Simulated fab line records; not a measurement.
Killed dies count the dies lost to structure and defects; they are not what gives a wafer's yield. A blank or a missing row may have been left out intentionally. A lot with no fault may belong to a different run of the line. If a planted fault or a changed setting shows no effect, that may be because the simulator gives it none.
Problem report in the 8D (eight disciplines) form, filled by code	flow n5 finfet	the parts of the form that need people (team, actions taken, sign-off) are left out

1. THE ISSUE
etch rf on time s at N5_BEOL_M1_ETCH_77 reads a mean of 8.24 s on 4 wafers of 3 lots; wafers without a fault read 5.21 s with a standard deviation of 0.08. That puts it +38 standard deviations away from the usual mean.
The step: etches underlayer in N2/H2, target depth 6.5 nm, time 5.2 s.
The first sign was on wafer L189.3 at day 7 12:29, on rie diel-04. The record holds 25 wafers of 9 lots with a number at this step. By rule, "out" or "out of limits" means more than 4 standard deviations away from the usual mean. The rest of the wafers with a number are treated as sound.

2. WHAT THIS IS AND IS NOT
question	is	is not
which readings at this step	etch rf on time s	drypump motor current A, throttle valve pct
which lots	L189, L190, L194	L200, L202, L203, L204, L205, L206
which wafers of those lots	L189.3, L190.3, L194.1, L194.3	L189.6, L190.4, L190.6
read on which tools	rie diel-04	rie diel-01, rie diel-02
when	from day 7 12:29	up to then (1 sound wafer); but 20 sound wafers of L190, L200, L202, L203, L204, L205, L206 came after

3. SUSPECTS, AND WHAT RULES EACH OUT
Counting: a tool at a process step up to the reading stays a suspect if it ran every lot that is out. Sound lots after the first of them don't rule it out here, since some wafers of a struck lot are sound.
- rie diel-04 at N5_BEOL_M1_DESCUM_33 (chemistry O2, time 7 s): kept. It ran every lot that is out, first L189 (day 7 12:26).
- rie diel-04 at N5_BEOL_M1_ETCH_77 (etches underlayer in N2/H2, target depth 6.5 nm, time 5.2 s): kept. It ran every lot that is out, first L189 (day 7 12:29). Its own readings are out on those wafers: etch rf on time s.
Left after counting: rie diel-04 at N5_BEOL_M1_DESCUM_33, rie diel-04 at N5_BEOL_M1_ETCH_77.

4. THE CAUSE (what the simulator had put in)
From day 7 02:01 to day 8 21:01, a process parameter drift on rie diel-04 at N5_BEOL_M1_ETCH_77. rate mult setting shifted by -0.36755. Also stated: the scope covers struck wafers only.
Counting leaves 2 suspects; this tool is one of them.

5. THE EFFECT CHAIN, in route order
Each row: a reading whose mean over the struck wafers that have a number lies more than 3 standard deviations from the usual. Only readings whose record carries a usual standard deviation are examined. hours: median over the lots of the time between each lot's start at the first step of this table that gives one and its start at this step. sigmas: the change, counted in usual standard deviations.
hours	step	reading	usual	on struck wafers	change	sigmas
0	N5_BEOL_M1_ETCH_77	etch rf on time s	5.21 s	8.24	+3.03	+38
Here are the process steps it includes:
- N5_BEOL_M1_ETCH_77: etches underlayer in N2/H2, target depth 6.5 nm, time 5.2 s.
At these later measuring or inspecting steps, every struck wafer for which the step has a row has a number for every such reading, and none has moved that far: N5_BEOL_M4_RC_MEAS_101.

6. HOW IT WOULD HAVE BEEN CAUGHT EARLIER
First out-of-limits reading in this record: day 7 12:29, which is 10 hours after fault onset at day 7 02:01.
